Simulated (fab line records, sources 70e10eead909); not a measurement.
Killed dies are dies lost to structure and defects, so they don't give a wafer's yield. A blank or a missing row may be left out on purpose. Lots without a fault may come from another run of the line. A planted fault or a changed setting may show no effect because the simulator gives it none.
Chamber matching | flow nand_harc | NHARC_P_BONDPAD_STRIP_15 on rie_diel-03: 4 sister chambers
The step strips in O2. 14 wafers are shown with their chamber, then 7 later ones without.

WAFERS WITH THEIR CHAMBER
wafer  | chamber | showerhead_plenum_p_Torr (Torr) | drypump_motor_current_A (A) | rf_vpp_V (V)
L074.1 | 2       | 3.53                            | 6.3                         | 57.9
L074.4 | 0       | 3.45                            | 5.3                         | 56.8
L074.5 | 2       | 3.53                            | 6.3                         | 58.0
L077.2 | 0       | 3.44                            | 5.3                         | 58.1
L077.5 | 3       | 3.32                            | 5.7                         | 58.3
L077.6 | 2       | 3.53                            | 6.3                         | 58.1
L079.3 | 3       | 3.32                            | 5.7                         | 58.0
L079.5 | 3       | 3.32                            | 5.7                         | 58.4
L079.6 | 2       | 3.53                            | 6.3                         | 59.5
L081.1 | 2       | 3.53                            | 6.4                         | 57.8
L081.2 | 3       | 3.32                            | 5.7                         | 57.5
L081.3 | 0       | 3.44                            | 5.3                         | 58.5
L093.3 | 1       | 3.56                            | 5.8                         | 59.9
L093.5 | 2       | 3.52                            | 6.3                         | 57.6

SIGNATURES (means of the wafers above)
reading                  | chamber 0 | chamber 1 | chamber 2 | chamber 3 | scatter within a chamber
showerhead_plenum_p_Torr | 3.4433    | 3.5600    | 3.5283    | 3.3200    | 0.00387
drypump_motor_current_A  | 5.300     | 5.800     | 6.317     | 5.700     | 0.0289
rf_vpp_V                 | 57.800    | 59.900    | 58.150    | 58.050    | 0.664
Rule: a wafer's distance from a chamber is the root of the sum, over the readings, of the square of ((its reading less the chamber's mean) divided by the reading's scatter). The wafer belongs to the nearest chamber; if the next one is less than 2 further off, it can't be placed. The scatter: the root of (the sum of the squares of (reading less its chamber's mean) over the shown wafers, divided by (wafers less chambers)).

WAFERS WITHOUT THEIR CHAMBER
wafer  | showerhead_plenum_p_Torr (Torr) | drypump_motor_current_A (A) | rf_vpp_V (V)
L093.6 | 3.32                            | 5.7                         | 57.9
L096.1 | 3.56                            | 5.8                         | 56.9
L096.5 | 3.52                            | 6.3                         | 56.0
L096.6 | 3.56                            | 5.8                         | 58.3
L097.1 | 3.52                            | 6.3                         | 58.6
L097.4 | 3.44                            | 5.3                         | 57.5
L097.5 | 3.44                            | 5.3                         | 57.9

WHICH CHAMBER EACH WENT THROUGH
wafer  | from the rows above | in truth
L093.6 | 3                   | 3
L096.1 | 1                   | 1
L096.5 | 2                   | 2
L096.6 | 1                   | 1
L097.1 | 2                   | 2
L097.4 | 0                   | 0
L097.5 | 0                   | 0
Placed correctly: 7 of 7. Can't be placed from these rows: 0. Placed wrongly: 0.
